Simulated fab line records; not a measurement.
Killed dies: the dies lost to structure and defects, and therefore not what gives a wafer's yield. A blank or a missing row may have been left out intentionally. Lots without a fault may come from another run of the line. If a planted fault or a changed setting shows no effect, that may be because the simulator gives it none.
Split-lot experiment :: flow n5_finfet :: 7 lots, 21 wafers read, on a route of 1938 steps

== ON THE SPLIT ==
At N5_BEOL_M4_DESCUM_33 (chemistry O2, time 7 s), the setting time_s was moved away from the recipe's 7 s on 10 of the 21 wafers read, by -17.0% to +22.2%. This setting was run at the recipe's value on the other wafers.

== FROM THE SPLIT TO THE READING: what the file shows between them, 3 steps ==
- N5_BEOL_M4_ETCH_77: etches underlayer in N2/H2, target depth 6.5 nm, time 5.2 s
- N5_BEOL_M4_ETCH_69: etches SiARC in CF4, target depth 15.6 nm, time 26 s
- N5_BEOL_M4_ALD_98: deposits SiO2, target thk 2.5 nm, pulse time 1 s, co reactant pulse time 1 s

== THE READING ==
CAR-EUV_of_BEOL_M4_COAT_22.thk_nm (the simulator's own value, which no gauge read), in nm, at N5_BEOL_M4_ETCHBACK_99 (etches SiO2 in CHF3, target depth 5 nm, time 10.4 s). There is no usual value for it anywhere in the file. Here, 11 wafers ran the recipe; their average is 10.4 nm with a standard deviation of 0.077 nm.

wafer: L074.4
tool, chamber at the split: rie_diel-04, 3,2
time_s as run, s: 8.555
against the recipe: +22.2%
CAR-EUV_of_BEOL_M4_COAT_22.thk_nm, nm: 9.8
against lot-mates on the recipe: -0.6

wafer: L074.5
tool, chamber at the split: rie_diel-04, 1
time_s as run, s: 7
against the recipe: recipe
CAR-EUV_of_BEOL_M4_COAT_22.thk_nm, nm: 10.4
against lot-mates on the recipe: -

wafer: L074.6
tool, chamber at the split: rie_diel-04, 3,2
time_s as run, s: 8.555
against the recipe: +22.2%
CAR-EUV_of_BEOL_M4_COAT_22.thk_nm, nm: 9.6
against lot-mates on the recipe: -0.8

wafer: L075.2
tool, chamber at the split: rie_diel-04, 3,1
time_s as run, s: 5.966
against the recipe: -14.8%
CAR-EUV_of_BEOL_M4_COAT_22.thk_nm, nm: 11
against lot-mates on the recipe: +0.6

wafer: L075.6
tool, chamber at the split: rie_diel-04, 3,1
time_s as run, s: 5.966
against the recipe: -14.8%
CAR-EUV_of_BEOL_M4_COAT_22.thk_nm, nm: 11
against lot-mates on the recipe: +0.6

wafer: L075.3
tool, chamber at the split: rie_diel-04, 1
time_s as run, s: 7
against the recipe: recipe
CAR-EUV_of_BEOL_M4_COAT_22.thk_nm, nm: 10.4
against lot-mates on the recipe: -

wafer: L078.2
tool, chamber at the split: rie_diel-04, 3,0
time_s as run, s: 5.809
against the recipe: -17.0%
CAR-EUV_of_BEOL_M4_COAT_22.thk_nm, nm: 11
against lot-mates on the recipe: no lot-mate on the recipe

wafer: L078.4
tool, chamber at the split: rie_diel-04, 0
time_s as run, s: 5.809
against the recipe: -17.0%
CAR-EUV_of_BEOL_M4_COAT_22.thk_nm, nm: 10.8
against lot-mates on the recipe: no lot-mate on the recipe

wafer: L078.6
tool, chamber at the split: rie_diel-04, 3,0
time_s as run, s: 5.809
against the recipe: -17.0%
CAR-EUV_of_BEOL_M4_COAT_22.thk_nm, nm: 10.8
against lot-mates on the recipe: no lot-mate on the recipe

wafer: L080.1
tool, chamber at the split: rie_diel-04, 1,2,2
time_s as run, s: 7
against the recipe: recipe
CAR-EUV_of_BEOL_M4_COAT_22.thk_nm, nm: 10.4
against lot-mates on the recipe: -

wafer: L080.4
tool, chamber at the split: rie_diel-04, 1,2,2
time_s as run, s: 7
against the recipe: recipe
CAR-EUV_of_BEOL_M4_COAT_22.thk_nm, nm: 10.4
against lot-mates on the recipe: -

wafer: L080.5
tool, chamber at the split: rie_diel-04, 1,2,2
time_s as run, s: 7
against the recipe: recipe
CAR-EUV_of_BEOL_M4_COAT_22.thk_nm, nm: 10.4
against lot-mates on the recipe: -

wafer: L084.3
tool, chamber at the split: rie_diel-06, 2,0,2
time_s as run, s: 7
against the recipe: recipe
CAR-EUV_of_BEOL_M4_COAT_22.thk_nm, nm: 10.6
against lot-mates on the recipe: -

wafer: L084.4
tool, chamber at the split: rie_diel-06, 2,0,2
time_s as run, s: 7
against the recipe: recipe
CAR-EUV_of_BEOL_M4_COAT_22.thk_nm, nm: 10.6
against lot-mates on the recipe: -

wafer: L084.5
tool, chamber at the split: rie_diel-06, 2,0,2
time_s as run, s: 7
against the recipe: recipe
CAR-EUV_of_BEOL_M4_COAT_22.thk_nm, nm: 10.4
against lot-mates on the recipe: -

wafer: L088.1
tool, chamber at the split: rie_diel-01, 1
time_s as run, s: 7
against the recipe: recipe
CAR-EUV_of_BEOL_M4_COAT_22.thk_nm, nm: 10.4
against lot-mates on the recipe: -

wafer: L088.3
tool, chamber at the split: rie_diel-01, 2,3
time_s as run, s: 7.478
against the recipe: +6.8%
CAR-EUV_of_BEOL_M4_COAT_22.thk_nm, nm: 10
against lot-mates on the recipe: -0.4

wafer: L088.4
tool, chamber at the split: rie_diel-01, 2,3
time_s as run, s: 7.478
against the recipe: +6.8%
CAR-EUV_of_BEOL_M4_COAT_22.thk_nm, nm: 10
against lot-mates on the recipe: -0.4

wafer: L096.1
tool, chamber at the split: rie_diel-06, 2,3
time_s as run, s: 7
against the recipe: recipe
CAR-EUV_of_BEOL_M4_COAT_22.thk_nm, nm: 10.4
against lot-mates on the recipe: -

wafer: L096.2
tool, chamber at the split: rie_diel-06, 2,3
time_s as run, s: 7
against the recipe: recipe
CAR-EUV_of_BEOL_M4_COAT_22.thk_nm, nm: 10.4
against lot-mates on the recipe: -

wafer: L096.6
tool, chamber at the split: rie_diel-06, 2
time_s as run, s: 6.398
against the recipe: -8.6%
CAR-EUV_of_BEOL_M4_COAT_22.thk_nm, nm: 10.6
against lot-mates on the recipe: +0.2
The file does not say which wafer passed through which chamber wherever a row lists several chambers: such a row stands for several wafers.

FIT RESULTS
A straight line over all 21 wafers: CAR-EUV_of_BEOL_M4_COAT_22.thk_nm changes by -0.0325 nm for each +1% of time_s; r = -0.95; the points scatter about the line by 0.11 nm.
The same after taking each lot's own level away (the mean of its wafers on the recipe; 18 wafers): -0.0351 nm for each +1%; r = -0.97; scatter 0.091 nm.
According to that fit, moving time_s by its largest amount changes the reading by 0.78 nm.
From 10.40 to 10.53 nm: that is the span of the lots' own levels, equal to 1.7 times the standard deviation above.
So the lot-to-lot level changes the slope little: the two slopes agree.
Check: with one of the wafers moved furthest among these (+22.2%) left out of the fit, the line predicts -0.882 nm for it against its lot-mates. Against them it came out at -0.6 nm.

== OTHER SPLITS APPLIED TO THESE WAFERS ==
Other splits were also applied to these wafers ahead of the reading. Each is held against what the fit with the lots' levels taken away leaves over:
other split on the same wafers: N5_BEOL_M4_EXPOSE_08 dose_mj
wafers away from the commonest value: 5
r with CAR-EUV_of_BEOL_M4_COAT_22.thk_nm (lot level and that fit taken away): +0.14

== THE WHOLE CHAIN: every reading that the file lists as answering this split, in the file's order ==
step: N5_BEOL_M4_DESCUM_33
what it does: chemistry O2, time 7 s
reading: CAR-EUV_of_BEOL_M4_COAT_22.thk_nm (the simulator's own value, which no gauge read)
change (the file's fit): -0.0357 nm for each +1% of the setting
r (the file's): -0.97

step: N5_BEOL_M4_ETCH_77
what it does: etches underlayer in N2/H2, target depth 6.5 nm, time 5.2 s
reading: CAR-EUV_of_BEOL_M4_COAT_22.thk_nm (the simulator's own value, which no gauge read)
change (the file's fit): -0.0376 nm for each +1% of the setting
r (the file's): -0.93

step: N5_BEOL_M4_ETCHBACK_99
what it does: etches SiO2 in CHF3, target depth 5 nm, time 10.4 s
reading: CAR-EUV_of_BEOL_M4_COAT_22.thk_nm (the simulator's own value, which no gauge read)
change (the file's fit): -0.0347 nm for each +1% of the setting
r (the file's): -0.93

== FILE'S OWN FIT ==
CAR-EUV_of_BEOL_M4_COAT_22.thk_nm changes by -0.0347 nm for each +1% of time_s, r = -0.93.
